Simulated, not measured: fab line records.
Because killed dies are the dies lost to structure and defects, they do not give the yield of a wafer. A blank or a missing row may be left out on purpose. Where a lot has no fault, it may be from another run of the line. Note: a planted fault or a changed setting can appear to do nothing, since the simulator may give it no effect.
fab line records	flow n5Finfet
record lots=13	wafers=35	lastDay=18
route steps=1938 shown BEOL_M10@1524 PASSIVATION@1909
lots that met no fault: from a run of the same line without faults
startH: start of the lot's first displayed wafer, in hours after the record's first day	waitH: hours elapsed since this lot's preceding step	" as in the row above	L1.1+2: several wafers, shown together as one row	- either no value or no given start	* or withheld: withheld	< > ~ a bound
route shown NAME@n: NAME is a module with steps in the file, n the number in the route of the first one	usual: mean and standard deviation over wafers with no fault	same: alike in all rows	chamber/n: place in a boat	sites: the reading at each site	_std_site: the values' standard deviation	_edge_site: the outer-site mean with the inner-site mean subtracted	radiusMm: how far each site lies from the wafer's centre	mask NAME#n: copy n	behind: tool/chamber where the wafer was last shaped	hold: cause of the lot's hold/its duration in hours/its outcome	device: the transistor (n, p or np) that didn't switch	end of line: the route-end tests of the same wafers	a step given without rows: its recipe and nothing more	killed: dies that structure and defects cost at the first sort, which is not the same as the wafer's yield	map: per-die view of a wafer (x killed, . not killed, _ where there is no die)
set.NAME: the setting as run; set.NAME@STEP: as run at that earlier step	model.NAME: the simulator's own value behind a step, which no gauge read
the route's steps for a sample of lots (tables are steps, rows are wafers)
services: a tool's chamber out of use, with start hour (startH, from the record's first day; less than 0 if before it), hours out, and reason
## steps
# step N5_BEOL_M10_ALD_74
# recipe material=TaN	targetThkA=20	tempC=275	aldPrecursorFamily=PDMAT	aldCoReactant=NH3	pressureTorr=3	carrierFlowSccm=1500	pulseTimeS=2	purgeTimeS=3	coReactantPurgeTimeS=2	coReactantPulseTimeS=3	aldCycles=40	precursorVesselTempC=75	precursorVesselPressureTorr=26.25	precursorVesselCarrierSccm=1000
# usual heaterPowerW=432/30	precursorVesselPressureTorr=26.25/0.059
lot.wafer	tool	chamber	startH	waitH	heaterPowerW	precursorVesselPressureTorr
L962.3	aldMetal-01	1	218.10	0.1	450	26.29
L962.4	"	2	"	"	423	26.19
L962.5	"	3	"	"	425	26.27
L963.1	aldMetal-01	0	226.86	0.0	425	26.28
L963.2	"	1	"	"	448	26.24
L963.3	"	2	"	"	429	26.21
L964.3	aldMetal-03	3	230.66	0.0	449	26.28
L964.4	"	1	"	"	448	26.33
L964.5	"	2	"	"	416	26.34
L965.1	aldMetal-01	3	247.81	0.0	419	26.29
L965.3	"	1	"	"	455	26.21
L965.4	"	0	"	"	417	26.22
L970.2	aldMetal-03	1	276.58	0.0	443	26.33
L970.3	"	0	"	"	462	26.26
L970.6	"	1	"	"	451	26.31
L972.1	aldMetal-03	2	285.50	0.1	421	26.18
L972.2	"	3	"	"	438	26.24
L972.6	"	2	"	"	412	26.28
L978.3	aldMetal-02	2	335.95	0.1	485	26.18
L978.6	"	1	"	"	438	26.25
L979.1	aldMetal-01	0	336.02	0.1	422	26.22
L979.5	"	3	"	"	426	26.25
L981.2	aldMetal-02	3	344.28	0.1	402	26.28
L981.3	"	0	"	"	347	26.24
L981.4	"	1	"	"	436	26.26
L982.4	aldMetal-02	2	344.54	0.1	472	26.25
L982.5	"	0	"	"	352	26.22
L980.1	aldMetal-03	3	350.61	0.0	438	26.31
L980.4	"	0	"	"	462	26.30
L980.5	"	0	"	"	468	26.18
L983.1	aldMetal-03	3	369.31	0.3	421	26.31
L983.3	"	2	"	"	428	26.33
L984.2	aldMetal-01	3	380.73	0.0	417	26.27
L984.4	"	0	"	"	421	26.22
L984.5	"	1	"	"	459	26.21
# step N5_PASSIVATION_AL_ETCH_33
# recipe chemistry=Cl2/BCl3	targetDepthA=28000	overEtchFrac=0.15	Cl2_flow_sccm=180	bcl3FlowSccm=60	target=Al	stopOn=TaN	timeS=466.7	ionEnergyEv=100	pressureMtorr=10	icpW=900	biasW=100
# usual drypumpMotorCurrentA=5.5/0.35	heBacksideLeakSccm=3.4/0.47	oesProductAu=0.73/0.094	throttleValvePct=34.1/0.47
lot.wafer	tool	chamber	startH	waitH	drypumpMotorCurrentA	heBacksideLeakSccm	oesProductAu	rfHoursCounterH	throttleValvePct
L962.3	rieMetal-02	0	262.93	0.2	5.4	3.3	0.58	-	34.3
L962.4	"	1	"	"	5.0	3.4	0.72	-	34.8
L962.5	"	1	"	"	5.0	3.5	0.74	-	34.8
L963.1	rieMetal-03	1	276.08	0.1	5.9	2.9	0.69	49	33.6
L963.2	"	1	"	"	6.0	3.0	0.70	-	33.5
L963.3	"	1	"	"	6.0	3.1	0.69	-	33.5
L964.3	rieMetal-03	1	280.37	0.2	6.0	3.1	0.70	-	33.6
L964.4	"	0	"	"	5.6	3.0	0.91	-	34.2
L964.5	"	1	"	"	6.0	2.9	0.70	-	33.5
L965.1	rieMetal-03	0	295.61	0.1	5.6	3.2	0.88	2	34.2
L965.3	"	0	"	"	5.6	3.0	0.87	-	34.2
L965.4	"	1	"	"	6.0	2.8	0.67	-	33.6
L970.2	rieMetal-03	0	325.15	0.1	5.6	3.2	0.84	5	34.3
L970.3	"	1	"	"	6.0	3.2	0.67	-	33.6
L970.6	"	0	"	"	5.6	2.9	0.84	-	34.3
L972.1	rieMetal-01	0	329.96	0.1	5.9	3.3	0.57	99	34.7
L972.2	"	1	"	"	5.3	3.5	0.70	36	34.3
L972.6	"	0	"	"	5.9	3.3	0.58	-	34.7
L978.3	rieMetal-01	1	382.09	0.2	5.3	3.6	0.70	-	34.2
L978.6	"	1	"	"	5.3	3.6	0.69	-	34.3
L979.1	rieMetal-02	1	387.31	0.1	5.0	3.6	0.69	42	34.8
L979.5	"	1	"	"	5.0	3.4	0.70	-	34.8
L981.2	rieMetal-02	0	397.31	0.1	5.3	3.1	0.86	3	33.4
L981.3	"	1	"	"	5.0	3.5	0.71	-	34.8
L981.4	"	0	"	"	5.4	3.3	0.85	-	33.4
L982.4	rieMetal-01	1	397.67	0.2	5.3	3.8	0.69	-	34.3
L982.5	"	0	"	"	5.9	3.3	0.84	-	34.0
L980.1	rieMetal-01	0	401.42	0.1	5.9	3.3	0.84	3	34.0
L980.4	"	0	"	"	5.9	3.4	0.83	-	34.0
L980.5	"	1	"	"	5.3	5.6	0.68	-	34.3
L983.1	rieMetal-02	1	414.67	0.1	5.0	3.5	0.69	45	34.8
L983.3	"	0	"	"	5.4	3.1	0.85	-	33.4
L984.2	rieMetal-01	1	425.93	0.1	5.3	3.6	0.67	45	34.3
L984.4	"	1	"	"	5.3	3.6	0.68	-	34.3
L984.5	"	1	"	"	5.3	3.8	0.68	-	34.3
# step N5_PASSIVATION_PECVD_35
# recipe material=SiNx	targetThkA=7000	tempC=400	precursor=SiH4/NH3/N2	pressureTorr=4.9	rfW=1406	timeS=151.3
# usual heaterPowerW=355/71	showerheadPlenumPTorr=8.67/0.053	throttleValvePct=28.6/1.1
lot.wafer	tool	chamber	startH	waitH	heaterPowerW	showerheadPlenumPTorr	throttleValvePct
L962.3	pecvd-04	2	264.32	0.1	409	8.67	26.0
L962.4	"	0	"	"	337	8.64	28.1
L962.5	"	2	"	"	439	8.65	26.1
L963.1	pecvd-04	1	277.76	0.1	292	8.57	27.5
L963.2	"	2	"	"	459	8.66	26.4
L963.3	"	0	"	"	352	8.63	27.8
L964.3	pecvd-01	1	281.37	0.1	287	8.78	28.4
L964.4	"	0	"	"	332	8.73	28.9
L964.5	"	2	"	"	270	8.67	28.6
L965.1	pecvd-02	0	296.81	0.1	332	8.64	29.6
L965.3	"	2	"	"	396	8.61	29.2
L965.4	"	1	"	"	354	8.73	30.8
L970.2	pecvd-04	1	326.28	0.1	406	8.57	28.0
L970.3	"	0	"	"	361	8.61	27.9
L970.6	"	2	"	"	344	8.66	26.3
L972.1	pecvd-02	1	331.55	0.1	478	8.69	30.5
L972.2	"	2	"	"	382	8.61	29.4
L972.6	"	1	"	"	339	8.73	30.2
L978.3	pecvd-02	0	383.14	0.1	340	8.65	29.3
L978.6	"	0	"	"	372	8.65	29.6
L979.1	pecvd-01	1	388.72	0.1	354	8.74	28.0
L979.5	"	1	"	"	387	8.73	28.4
L981.2	pecvd-01	2	398.49	0.1	248	8.68	28.8
L981.3	"	0	"	"	296	8.69	28.7
L981.4	"	1	"	"	294	8.75	28.2
L982.4	pecvd-02	0	398.77	0.1	333	8.63	29.3
L982.5	"	0	"	"	351	8.65	29.5
L980.1	pecvd-01	2	402.60	0.1	307	8.68	29.0
L980.4	"	0	"	"	275	8.71	28.5
L980.5	"	2	"	"	326	8.70	29.0
L983.1	pecvd-01	1	415.86	0.1	428	8.73	27.9
L983.3	"	2	"	"	344	8.67	28.7
L984.2	pecvd-01	2	427.06	0.1	255	8.69	29.1
L984.4	"	0	"	"	275	8.70	28.7
L984.5	"	2	"	"	289	8.67	29.0
# step N5_PASSIVATION_PROBE_49
# usual defectLimitedYield=91.5/1.5	killed_at_M0_to_M3=32/10	killed_at_M4_up=13/4.9	killedAtContacts=13/6.1	killedAtFrontEnd=38/11	killedAtOther=3/3.2	killedDies=101/18	killedOnRim=13/4.4	killedOpen=66/13	killedShort=32/8.3	sort_bin_4_leakage=0.00/0.018	sort_bin_5_function=5.0/1	sort_bin_6_memory=3.2/0.74	sort_bin_8_speed=0.1/1.1	sortNPass=1078/22	sortYieldPct=91.3/1.9
# same grossDies=1180	killedAtBackSide=0
lot.wafer	tool	chamber	startH	waitH	defectLimitedYield[%]	killed_at_M0_to_M3	killed_at_M4_up	killedAtContacts	killedAtFrontEnd	killedAtOther	killedDies	killedOnRim	killedOpen	killedShort	sort_bin_4_leakage[%]	sort_bin_5_function[%]	sort_bin_6_memory[%]	sort_bin_8_speed[%]	sortNPass	sortYieldPct[%]
L964.3	prober-01	-	285.05	0.1	93.1	30	10	19	21	2	82	6	55	26	0	4.3	2.5	0	1098	93.1
L964.4	prober-01	-	285.10	0.2	94.9	14	9	12	25	0	60	3	37	19	0.08	2.9	1.9	0	1119	94.8
L964.5	prober-01	-	285.15	0.2	92.6	31	13	16	25	2	87	8	64	23	0	4.4	2.6	0	1093	92.6
L970.2	prober-01	-	333.62	0.3	81.4	23	163	5	29	0	220	7	35	26	0.17	10.5	3.4	0	958	81.2
L970.3	prober-01	-	333.67	0.3	83.6	16	135	12	28	2	193	28	56	23	0	9.2	4.0	0	987	83.6
L970.6	prober-01	-	333.82	0.5	80.7	20	165	13	22	8	228	9	56	16	0	11.2	4.3	0	952	80.7
L972.1	prober-01	-	335.35	0.0	83.2	21	131	11	31	4	198	27	47	28	0	10.3	3.1	0	982	83.2
L972.2	prober-01	-	335.40	0.1	80.1	18	166	17	24	10	235	20	61	21	0	11.9	4.0	0	945	80.1
L972.6	prober-01	-	335.60	0.3	82.1	38	118	16	35	4	211	29	59	37	0	9.4	4.4	0	969	82.1
L982.4	prober-02	-	402.66	0.2	91.3	26	10	12	46	9	103	19	67	36	0	4.2	4.2	0	1077	91.3
L982.5	prober-02	-	402.71	0.2	90.8	29	17	15	43	5	109	12	67	42	0	5.4	3.2	0	1071	90.8
# killed by level:class
L964.3 MOL_CONTACT_COAG:geometricParticle:open=17 BEOL_M2:geometricParticle:open=7 FIN_SAQP:geometricParticle:short=5 STI_FIN_REVEAL:geometricParticle:open=5 BEOL_M0_SAQP:geometricParticle:short=5 FIN_SAQP:geometricParticle:open=4 BEOL_M1:geometricParticle:open=4 BEOL_M2:geometricParticle:short=4
L964.4 MOL_CONTACT_COAG:geometricParticle:open=7 FIN_SAQP:geometricParticle:short=5 STI_FIN_REVEAL:geometricParticle:open=5 BEOL_M2:geometricParticle:open=5 BEOL_M0_SAQP:geometricParticle:open=4 FIN_SAQP:geometricParticle:open=3 MOL_CONTACT_COAG:geometricParticle:short=3 STARTING-WAFER:geometricParticle:open=3
L964.5 MOL_CONTACT_COAG:geometricParticle:open=11 BEOL_M1:geometricParticle:open=9 BEOL_M0_SAQP:geometricParticle:open=8 DUMMY_GATE:geometricParticle:open=5 MOL_CONTACT_COAG:geometricParticle:short=5 BEOL_M2:geometricParticle:open=5 BEOL_M4:geometricParticle:open=5 STI_FIN_REVEAL:geometricParticle:open=4
L970.2 BEOL_M10:unspecified=154 FIN_SAQP:geometricParticle:short=8 MOL_CONTACT_COAG:geometricParticle:open=5 STI_FIN_REVEAL:geometricParticle:open=4 DUMMY_GATE:geometricParticle:open=4 BEOL_M2:geometricParticle:open=4 BEOL_M3:geometricParticle:open=4 BEOL_M0_SAQP:geometricParticle:open=3
L970.3 BEOL_M10:unspecified=113 MOL_CONTACT_COAG:geometricParticle:open=9 BEOL_M5:geometricParticle:open=7 FIN_SAQP:geometricParticle:short=6 BEOL_M4:geometricParticle:open=6 DUMMY_GATE:geometricParticle:open=5 BEOL_M3:geometricParticle:open=5 STARTING-WAFER:geometricParticle:open=5
L970.6 BEOL_M10:unspecified=154 MOL_CONTACT_COAG:geometricParticle:open=10 FIN_SAQP:geometricParticle:short=7 BEOL_M3:geometricParticle:open=6 MIM_TOP_ETCH:geometricParticle:open=6 DUMMY_GATE:geometricParticle:open=5 FIN_SAQP:geometricParticle:open=4 BEOL_M1:geometricParticle:open=4
L972.1 BEOL_M10:unspecified=121 MOL_CONTACT_COAG:geometricParticle:open=10 GATE_CUT:geometricParticle:short=7 FIN_SAQP:geometricParticle:short=6 STI_FIN_REVEAL:geometricParticle:open=6 BEOL_M3:geometricParticle:open=5 DUMMY_GATE:geometricParticle:open=4 GATE_CUT:geometricParticle:open=4
L972.2 BEOL_M10:unspecified=152 MOL_CONTACT_COAG:geometricParticle:open=16 DUMMY_GATE:geometricParticle:open=8 BEOL_M4:geometricParticle:open=7 PAD_METAL:geometricParticle:short=5 BEOL_M0_SAQP:geometricParticle:short=4 BEOL_M1:geometricParticle:open=4 STARTING-WAFER:geometricParticle:open=4
L972.6 BEOL_M10:unspecified=114 STI_FIN_REVEAL:geometricParticle:open=12 BEOL_M0_SAQP:geometricParticle:short=12 MOL_CONTACT_COAG:geometricParticle:open=9 FIN_SAQP:geometricParticle:short=7 MOL_CONTACT_COAG:geometricParticle:short=7 BEOL_M0_SAQP:geometricParticle:open=6 BEOL_M3:geometricParticle:open=5
L982.4 DUMMY_GATE:geometricParticle:open=11 FIN_SAQP:geometricParticle:open=10 BEOL_M0_SAQP:geometricParticle:short=9 MOL_CONTACT_COAG:geometricParticle:open=8 FIN_SAQP:geometricParticle:short=6 BEOL_M0_SAQP:geometricParticle:open=6 STI_FIN_REVEAL:geometricParticle:open=6 GATE_CUT:geometricParticle:short=5
L982.5 MOL_CONTACT_COAG:geometricParticle:open=11 BEOL_M0_SAQP:geometricParticle:open=9 BEOL_M0_SAQP:geometricParticle:short=9 FIN_SAQP:geometricParticle:open=8 STI_FIN_REVEAL:geometricParticle:open=8 BEOL_M4:geometricParticle:open=7 STARTING-WAFER:geometricParticle:open=6 FIN_SAQP:geometricParticle:short=5
## services
tool	chamber	startH	hours	kind
pecvd-04	2	206.38	3.8	repair
pecvd-02	-	222.95	4.3	pm
rieMetal-01	1	224.29	8.2	repair
aldMetal-02	2	227.19	6.8	repair
pecvd-01	0	235.44	5.5	scheduledDown
rieMetal-01	-	246.65	1.1	repair
rieMetal-03	0	262.62	-	clean
rieMetal-03	0	262.62	13.7	scheduledDown
rieMetal-03	0	262.62	13.7	ventCycle
pecvd-02	-	271.36	6.0	pm
rieMetal-01	1	289.45	1.2	repair
pecvd-04	-	308.81	2.8	pm
pecvd-04	-	312.50	1.0	repair
pecvd-01	-	318.70	1.5	repair
pecvd-02	-	324.30	4.8	repair
rieMetal-03	-	337.92	0.1	repair
pecvd-01	-	353.54	0.9	repair
rieMetal-01	0	357.75	-	clean
rieMetal-01	0	357.75	16.2	scheduledDown
rieMetal-01	0	357.75	16.2	ventCycle
pecvd-02	-	358.15	0.5	repair
pecvd-01	2	382.85	2.5	repair
pecvd-01	0	395.35	2.1	scheduledDown
aldMetal-03	-	398.42	8.7	pm
## key
firstSign step=N5_PASSIVATION_PROBE_49	reading=killed_at_M4_up	direction=up	sigmas=27	usual=13	struck=146
effect step=N5_PASSIVATION_PROBE_49	reading=defectLimitedYield	direction=down	sigmas=6.3	usual=91.5	struck=81.9
moreKillsBornAt N5_BEOL_M10_ALD_74@aldMetal-03=808
metAt N5_BEOL_M10_ALD_74
struckLots L970,L972
notActingAt N5_PASSIVATION_AL_ETCH_33,N5_PASSIVATION_PECVD_35
onsetBetween 230.66 276.58
fault kind=chamberParticleSource	tool=aldMetal-03	chamber=-	onsetH=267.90	steps=N5_BEOL_M10_ALD_74	ratePerVisitCm2=1.8351	endH=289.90
